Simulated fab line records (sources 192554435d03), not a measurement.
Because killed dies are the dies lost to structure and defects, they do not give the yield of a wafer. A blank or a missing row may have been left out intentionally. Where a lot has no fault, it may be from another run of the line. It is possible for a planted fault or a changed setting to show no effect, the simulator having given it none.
Chamber matching -- flow n5Finfet -- cvdCo-01 running N5_BEOL_M2_PRE_CLEAN_60: 3 sister chambers
The step time 15 s. 17 wafers are shown with their chamber, then 8 later ones without.

WAFERS PAIRED WITH THEIR CHAMBERS
wafer,chamber,heaterPowerW (W),rfFwdPowerW (W)
L510.1,1,91,296.8
L510.4,0,98,297.6
L513.4,0,96,296.3
L513.5,2,92,294.8
L513.6,1,91,298.5
L514.1,0,99,295.0
L514.2,2,92,296.2
L514.6,2,89,296.1
L518.1,0,98,296.7
L518.3,2,94,297.6
L518.4,0,98,298.0
L520.3,0,98,296.9
L520.6,0,100,297.2
L521.1,2,92,297.7
L521.4,2,92,296.9
L524.5,1,93,296.8
L524.6,0,98,295.7

SIGNATURES (means of the wafers above)
reading,chamber 0,chamber 1,chamber 2,scatter within a chamber
heaterPowerW,98.12,91.67,91.83,1.32
rfFwdPowerW,296.675,297.367,296.550,1.02
Rule: a wafer lies at a distance from a chamber equal to the root of the sum of squares, over the readings, of (its reading less the chamber's mean, divided by the reading's scatter). If the next closest chamber is less than 2 further off than the closest, the wafer can't be placed; otherwise it belongs to the closest. The scatter is the square root of a quotient: the sum, over the shown wafers, of each reading's squared deviation from its chamber's mean, divided by wafers minus chambers.

WAFERS WITH NO CHAMBER GIVEN
wafer,heaterPowerW (W),rfFwdPowerW (W)
L530.2,94,297.2
L530.3,96,294.5
L530.5,98,294.9
L531.4,100,296.0
L531.5,93,297.1
L531.6,92,296.8
L533.2,91,296.9
L533.5,95,296.8

WHICH CHAMBER EACH WENT THROUGH
wafer,from the rows above,in truth
L530.2,can't be placed: 2 or 1 or 0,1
L530.3,can't be placed: 0 or 2 or 1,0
L530.5,0,0
L531.4,0,0
L531.5,can't be placed: 2 or 1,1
L531.6,can't be placed: 2 or 1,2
L533.2,can't be placed: 1 or 2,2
L533.5,can't be placed: 0 or 2 or 1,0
Correct placement for 2 of the 8. Not placeable from these rows: 6 (in 6, the candidates include the true chamber). Wrongly placed: 0.
